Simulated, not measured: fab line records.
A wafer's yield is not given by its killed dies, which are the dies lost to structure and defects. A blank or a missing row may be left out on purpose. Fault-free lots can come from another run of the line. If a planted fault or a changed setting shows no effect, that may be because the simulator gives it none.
Code-filled problem report in 8D (eight disciplines) form | flow nand_harc | the parts of the form that need people (team, actions taken, sign-off) are left out

1. THE PROBLEM
Wafers with no fault read 62.1 s with a standard deviation of 0.43, whereas run_length_s at NHARC_A_STAIRCASE_ETCH_13 reads a mean of 50.6 s on 1 wafer of 1 lot. Relative to the usual mean, that is a shift of -27 standard deviations.
The step: etches the open film in C4F8/O2, target depth 100 nm, time 40.5 s.
The first sign was on wafer L702.4 at day 20 07:19, on rie_diel-05. At this step, 39 wafers from 13 lots have a number in the record. Rule for "out", or "out of limits": more than 4 standard deviations from the usual mean. Any other wafer with a number is counted as sound.

2. WHAT IT IS AND WHAT IT IS NOT
question                    | is                | is not
which readings at this step | run_length_s      | oes_product_au, rf_vpp_V
which lots                  | L702              | L691, L692, L693, L697, L707, L708, L709, L710, L711, L712, L713, L714
which wafers of those lots  | L702.4            | L702.1, L702.3
read on which tools         | rie_diel-05       | rie_diel-01, rie_diel-09
when                        | from day 20 07:19 | up to then (14 sound wafers); but 24 sound wafers of L707, L708, L709, L710, L711, L712, L713, L714 came after

3. THE SUSPECTS, EACH WITH WHAT RULES IT OUT
Counting: if a tool at a process step up to the reading ran every lot that is out, it stays a suspect. Sound lots after the first of them don't rule it out here, since some wafers of a struck lot are sound.
- plasma_asher-01 at NHARC_A_STAIRCASE_STRIP_171 (strips in O2): kept. It ran the lot that is out, L702 (day 20 05:32); its last sound lot up to then is L697 (day 17 18:34).
- rie_diel-05 at NHARC_A_STAIRCASE_ETCH_13 (etches the open film in C4F8/O2, target depth 100 nm, time 40.5 s): kept. It ran the lot that is out, L702 (day 20 07:19); its last sound lot up to then is L692 (day 15 23:13). On those wafers its own readings are out: run_length_s.
- Within plasma_asher-01 at NHARC_A_STAIRCASE_STRIP_171, the wafers that are out were processed in chamber 1 and their sound lot-mates in chamber 0.
- At NHARC_A_STAIRCASE_ETCH_13, inside rie_diel-05: chamber 0 took the wafers that are out, while their sound lot-mates went through chambers 1, 3.
The count leaves rie_diel-05 at NHARC_A_STAIRCASE_ETCH_13 and plasma_asher-01 at NHARC_A_STAIRCASE_STRIP_171.

4. THE CAUSE (what the simulator had put in)
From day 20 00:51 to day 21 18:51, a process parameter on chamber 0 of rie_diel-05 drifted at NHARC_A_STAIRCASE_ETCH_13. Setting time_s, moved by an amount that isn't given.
After counting, 2 suspects remain, this tool included.

5. THE CHAIN OF EFFECTS, in route order
Each row: a reading where the mean over the struck wafers with a number is more than 3 standard deviations away from the usual. Readings are gone through only where the record gives a usual standard deviation; hours: the median, over the lots, of the time from a lot's start at the first step in this table giving one to that lot's start at this step; sigmas: the change measured in usual standard deviations.
hours | step                      | reading      | usual  | on struck wafers | change | sigmas
0     | NHARC_A_STAIRCASE_ETCH_13 | run_length_s | 62.1 s | 50.6             | -11.5  | -27
Process steps it contains:
- NHARC_A_STAIRCASE_ETCH_13: etches the open film in C4F8/O2, target depth 100 nm, time 40.5 s.

6. WHAT WOULD HAVE CAUGHT IT SOONER
6 hours passed between the start of the fault at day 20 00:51 and the first reading out of limits in this record, taken at day 20 07:19.
